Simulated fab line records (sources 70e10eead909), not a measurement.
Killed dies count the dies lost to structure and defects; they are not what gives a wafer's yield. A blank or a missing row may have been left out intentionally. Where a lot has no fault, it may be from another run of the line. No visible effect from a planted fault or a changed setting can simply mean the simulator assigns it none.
Comparing a struck lot with a sound one ; flow nand_harc ; 14 out of 1302 route steps
Sound: these wafers, L715.3, L715.4, L715.6. The struck wafers were L731.1, L731.2, L731.3. The cause comes at the end.
At each step with rows: each side's tool, then ch and its chambers, then its first start. Under that, the readings that differ: sound wafers ; struck wafers ; difference of the means ; sigmas: that difference in standard deviations of wafers without a fault.
alike: words and numbers the same on both sides, and readings whose means are apart by under 2 such deviations; not compared: readings that were withheld, readings missing a value for some wafer, numbers with overlapping values and no deviation given by the record, and bounds like >300 which may hide the same value.
Wherever a step has rows on one side only, a row that says differs or no value, or a row with sigmas, the two part there. When numbers do not overlap yet have no deviation, they are printed without sigmas and do not part them. A reading that every wafer of one side lacks parts them only if that side has two wafers or more.

NHARC_P_GATE_RTA_82: time 30 s.
  sound on rtp_anneal-02 ch 0, day 7 02:47; struck on rtp_anneal-01 ch 0, day 13 18:37
reading;sound;struck;difference;sigmas
lamp_power_pct (%);4.51 4.51 4.51;4.30 4.31 4.31;-0.20;-2
lamp_zone_6_pct (%);4.47 4.47 4.47;4.27 4.27 4.26;-0.20;-2
  alike: wafer_temp_C_max
NHARC_P_GATE_INSPECT_68:
  sound: defect_inspect-01 at day 7 02:56; struck: defect_inspect-01 at day 13 18:49
  alike: raw_defect_count
NHARC_P_CONTACT_DEP_30: deposits SiNx, target thk 30 nm.
  sound on pecvd-04 ch 0,2, day 7 03:04; struck on pecvd-02 ch 0,1,2, day 13 18:53
  alike: heater_power_w
NHARC_P_CONTACT_DEP_00: deposits SiO2, target thk 500 nm.
  sound on pecvd-04 ch 0,2; struck on pecvd-02 ch 0,1,2
  alike: heater_power_w, throttle_valve_pct
NHARC_P_CONTACT_CMP_01: polishes SiO2, target thk 200 nm.
  sound on cmp-02 ch 2,3, day 7 03:43; struck on cmp-02 ch 0,1,2, day 13 19:35
  alike: motor_current_A, slurry_flow_ml_min
then, 6 steps without rows for these wafers: NHARC_P_CONTACT_SRD_03; NHARC_P_CONTACT_DEHYDRATE_04 (time 120 s); NHARC_P_CONTACT_HMDS_05 (time 30 s); NHARC_P_CONTACT_COAT_33 (time 75 s); NHARC_P_CONTACT_COAT_34 (time 65 s); NHARC_P_CONTACT_COAT_06 (resist thk 90 nm).
NHARC_P_CONTACT_SOFTBAKE_07: time 55 s.
  sound on litho_track-01 ch 0, day 7 04:00; struck on litho_track-06 ch 0, day 13 19:00
reading;sound;struck;difference;sigmas
heater_power_total_W (W);188.30 188.51 188.39;222.66 222.55 222.68;+34.23;+99 or more
plate_temp_C (C);105.07 104.76 104.88;- - -;no value on the struck wafers;
  alike: resist_line_temp_C
then, 1 step without rows for these wafers: NHARC_P_CONTACT_EBR_08.
-- break in the record here, with 19 days between the starts of the struck wafers on either side (left off in module P_CONTACT, picked up again in module END, where the first step shown is number 1302 on the route) --
NHARC_END_SORT_01:
  the record has rows for the struck wafers here (prober-02 ch 0, day 32 09:20) and none for the sound ones

== WHERE THEY PART ==
Earliest at NHARC_P_GATE_RTA_82; latest, in this record, at NHARC_END_SORT_01.

WHY: what the simulator had put in
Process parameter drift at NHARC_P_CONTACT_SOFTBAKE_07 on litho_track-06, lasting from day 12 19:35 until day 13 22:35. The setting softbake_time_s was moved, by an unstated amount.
